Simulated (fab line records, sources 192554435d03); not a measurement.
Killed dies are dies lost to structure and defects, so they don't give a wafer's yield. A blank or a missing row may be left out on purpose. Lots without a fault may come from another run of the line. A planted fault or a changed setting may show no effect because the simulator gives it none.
Split-lot experiment | flow n5_finfet | 7 lots, 39 wafers read, on a route of 1938 steps

THE SPLIT
At N5_BEOL_M12_TRENCH_ETCH_34 (etches SiOC in C4F8/O2/Ar, target depth 318.95 nm, time 125.5 s), the setting target_depth_a was moved away from the recipe's 3189.5 angstrom on 9 of the 39 wafers read, by -49.1% to +50.3%. The other wafers ran this setting at the recipe's value.

FROM THE SPLIT TO THE READING: what the file shows between them, 7 steps
- N5_BEOL_M12_STRIP_70: strips in C4F8/O2/Ar
- N5_BEOL_M12_OCD_MEAS_35
- N5_BEOL_M12_STRIP_37: strips in N2/H2
- N5_BEOL_M12_ETCH_38: etches SiCN in CF4/N2, target depth 68.7 nm, time 73.4 s
- N5_BEOL_M12_ECD_47: material Cu, target thk 720 nm
- N5_BEOL_M12_ANNEAL_48: time 90 s
- N5_BEOL_M12_CMP_49: polishes, stops on SiOC, t overpolish 20.6 s, target thk 320 nm

THE READING
M12_THK, in nm, at N5_BEOL_M12_THK_MEAS_50 (measures by xrf). Fault-free wafers of this fab line usually give 331 nm, standard deviation 6 nm.

wafer  | tool, chamber at the split | target_depth_a as run, angstrom | against the recipe | M12_THK, nm | against lot-mates on the recipe
L074.1 | rie_diel-04, 2             | 3189.5                          | recipe             | 325         | -
L074.2 | rie_diel-04, 0             | 3189.5                          | recipe             | 331         | -
L074.5 | rie_diel-04, 1             | 3189.5                          | recipe             | 335         | -
L077.1 | rie_diel-03, 2             | 1839                            | -42.3%             | 189         | -132
L077.2 | rie_diel-03, 1             | 3189.5                          | recipe             | 331         | -
L077.3 | rie_diel-03, 3             | 3189.5                          | recipe             | 317         | -
L077.4 | rie_diel-03, 0             | 1839                            | -42.3%             | 185         | -136
L077.5 | rie_diel-03, 3             | 3189.5                          | recipe             | 316         | -
L077.6 | rie_diel-03, 0             | 1839                            | -42.3%             | 185         | -136
L083.1 | rie_diel-04, 3             | 3189.5                          | recipe             | 333         | -
L083.2 | rie_diel-04, 1             | 3189.5                          | recipe             | 337         | -
L083.3 | rie_diel-04, 0             | 3189.5                          | recipe             | 333         | -
L083.4 | rie_diel-04, 3             | 3189.5                          | recipe             | 334         | -
L083.5 | rie_diel-04, 1             | 3189.5                          | recipe             | 340         | -
L083.6 | rie_diel-04, 0             | 3189.5                          | recipe             | 334         | -
L085.1 | rie_diel-01, 2             | 3189.5                          | recipe             | 328         | -
L085.2 | rie_diel-01, 3             | 3189.5                          | recipe             | 330         | -
L085.3 | rie_diel-01, 0             | 3189.5                          | recipe             | 331         | -
L085.4 | rie_diel-01, 1             | 3189.5                          | recipe             | 336         | -
L085.5 | rie_diel-01, 1             | 3189.5                          | recipe             | 334         | -
L085.6 | rie_diel-01, 0             | 3189.5                          | recipe             | 333         | -
L091.1 | rie_diel-03, 3             | 4795                            | +50.3%             | 495         | +163
L091.2 | rie_diel-03, 1             | 3189.5                          | recipe             | 334         | -
L091.3 | rie_diel-03, 2             | 3189.5                          | recipe             | 334         | -
L091.4 | rie_diel-03, 0             | 4795                            | +50.3%             | 487         | +155
L091.5 | rie_diel-03, 2             | 4795                            | +50.3%             | 501         | +169
L091.6 | rie_diel-03, 3             | 3189.5                          | recipe             | 329         | -
L094.1 | rie_diel-04, 1             | 1622                            | -49.1%             | 172         | -163
L094.2 | rie_diel-04, 3             | 3189.5                          | recipe             | 337         | -
L094.3 | rie_diel-04, 0             | 3189.5                          | recipe             | 335         | -
L094.4 | rie_diel-04, 2             | 1622                            | -49.1%             | 170         | -165
L094.5 | rie_diel-04, 2             | 3189.5                          | recipe             | 332         | -
L094.6 | rie_diel-04, 3             | 1622                            | -49.1%             | 171         | -164
L097.1 | rie_diel-03, 3             | 3189.5                          | recipe             | 327         | -
L097.2 | rie_diel-03, 1             | 3189.5                          | recipe             | 331         | -
L097.3 | rie_diel-03, 0             | 3189.5                          | recipe             | 321         | -
L097.4 | rie_diel-03, 2             | 3189.5                          | recipe             | 328         | -
L097.5 | rie_diel-03, 1             | 3189.5                          | recipe             | 332         | -
L097.6 | rie_diel-03, 2             | 3189.5                          | recipe             | 330         | -

THE FIT
A straight line over all 39 wafers: M12_THK changes by +3.29 nm for each +1% of target_depth_a; r = +1.00; the points scatter about the line by 5.4 nm.
The same after taking each lot's own level away (the mean of its wafers on the recipe; 39 wafers): +3.25 nm for each +1%; r = +1.00; scatter 3.9 nm.
On that fit, the largest move of target_depth_a shifts the reading by 1.6e+02 nm.
The lots' own levels span 321.3 to 335.2 nm, that is 2.3 times the standard deviation above.
So the lot-to-lot level changes the slope little: the two slopes agree.
Check: with one of the wafers moved furthest among these (+50.3%) left out of the fit, the line predicts +163 nm for it against its lot-mates. It came out at +163 nm against them.

THE WHOLE CHAIN: every reading that the file lists as answering this split, in the file's order
step                       | what it does                                                    | reading                                                                       | change (the file's fit)                                                                 | r (the file's)
N5_BEOL_M12_TRENCH_ETCH_34 | etches SiOC in C4F8/O2/Ar, target depth 318.95 nm, time 125.5 s | etch.depth_nm (the simulator's own value, which no gauge read)                | +3.13 nm for each +1% of the setting                                                    | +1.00
N5_BEOL_M12_OCD_MEAS_35    |                                                                 | trench_depth_nm                                                               | +3.13 nm for each +1% of the setting                                                    | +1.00
N5_BEOL_M12_CMP_49         | polishes, stops on SiOC, t overpolish 20.6 s, target thk 320 nm | Cu_of_BEOL_M12_ECD_47.thk_nm (the simulator's own value, which no gauge read) | +3.14 nm for each +1% of the setting                                                    | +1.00
N5_BEOL_M12_THK_MEAS_50    | measures by xrf                                                 | M12_THK                                                                       | +3.25 for each +1% of the setting                                                       | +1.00
N5_BEOL_M12_RS_MEAS_54     | measures by four-point-probe                                    | M12_RS                                                                        | not straight: 0.1200 at the lowest setting, 0.0597 at the recipe, 0.0395 at the highest | not given

THE FILE'S OWN FIT
M12_THK changes by +3.25 nm for each +1% of target_depth_a, r = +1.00.
